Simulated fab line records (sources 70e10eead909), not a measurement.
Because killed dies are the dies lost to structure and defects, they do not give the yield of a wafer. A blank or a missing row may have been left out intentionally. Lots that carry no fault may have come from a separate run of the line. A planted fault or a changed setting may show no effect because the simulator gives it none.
What tool caused it?    flow nand-harc    12 lots, 36 wafers sampled, at 3 steps of a route of 1302

== WHAT EACH GAUGE READ, for each wafer ==
NHARC_A_M0_CD_MEAS_09 targets a cd of 80 nm.
lot   measured      on         cd-nm (nm)
L075  day 23 02:47  cd-sem-03  79.6 79.9 80.3
L077  day 23 10:21  cd-sem-01  80.6 79.2 80.0
L080  day 24 15:17  cd-sem-01  79.8 79.7 80.0
L081  day 25 06:26  cd-sem-02  79.4 80.1 79.7
L083  day 26 11:02  cd-sem-01  78.5 79.3 79.2
L086  day 26 23:58  cd-sem-03  80.1 80.2 80.4
L089  day 27 22:25  cd-sem-02  79.9 80.9 80.1
L088  day 28 06:44  cd-sem-02  80.2 79.8 79.8
L090  day 29 22:47  cd-sem-03  79.9 80.7 80.4
L092  day 30 19:37  cd-sem-03  79.6 79.3 80.2
L096  day 31 04:12  cd-sem-01  79.2 78.9 79.1
L097  day 31 23:50  cd-sem-02  78.8 79.0 79.4

== TOOL THAT RAN EACH LOT (tool first, then ch and the chambers of the sampled wafers, then the start) ==
lot   NHARC_A_BLC_DESCUM_15               NHARC_A_BLC_ETCH_16
L075  rie-diel-12 ch 0,2,3, day 22 22:39  rie-diel-12 ch 0,1, day 22 22:44
L077  rie-diel-13 ch 0,1,2, day 23 06:31  rie-diel-13 ch 0,2,3, day 23 06:36
L080  rie-diel-12 ch 0,1,3, day 24 11:27  rie-diel-12 ch 2,3, day 24 11:32
L081  rie-diel-13 ch 1,2,3, day 25 02:36  rie-diel-13 ch 0,1,3, day 25 02:41
L083  rie-diel-13 ch 0,2,3, day 26 06:58  rie-diel-13 ch 0,1,3, day 26 07:04
L086  rie-diel-12 ch 0,2, day 26 20:11    rie-diel-12 ch 0,3, day 26 20:16
L089  rie-diel-13 ch 0,1,2, day 27 18:41  rie-diel-13 ch 0,1,2, day 27 18:46
L088  rie-diel-13 ch 0,3, day 28 02:47    rie-diel-13 ch 0,1,2, day 28 02:53
L090  rie-diel-13 ch 1,3, day 29 18:56    rie-diel-13 ch 0,1,2, day 29 19:01
L092  rie-diel-13 ch 1,2,3, day 30 15:47  rie-diel-13 ch 2,3, day 30 15:50
L096  rie-diel-13 ch 1,2,3, day 31 00:04  rie-diel-13 ch 0,1,3, day 31 00:08
L097  rie-diel-13 ch 0,2,3, day 31 20:01  rie-diel-13 ch 0,1,3, day 31 20:05
- NHARC_A_BLC_DESCUM_15: chemistry O2, time 3 s.
- NHARC_A_BLC_ETCH_16: etches the open film in CF4, target depth 39 nm, time 65 s.

== THE ANSWER, worked out from the rows above alone ==
Rule: the lots themselves supply what counts as usual. Put in order of their means at a reading, lots are off if they are a third of the lots or fewer, leave a main group of 4 or more, and stand apart from it by a gap of 3 or more times the standard deviation of the main group's means; of several such gaps the widest counts. Not used: any main group whose means are identical at the precision the tables above print for the reading. Also off: a lot with no number at a reading for which 4 or more lots have one. Where the step has rows for the other lots, those lots are counted as sound.
No lot is off on any of the readings shown, so nothing can be concluded from this.

== WHAT HAD BEEN PUT IN BY THE SIMULATOR ==
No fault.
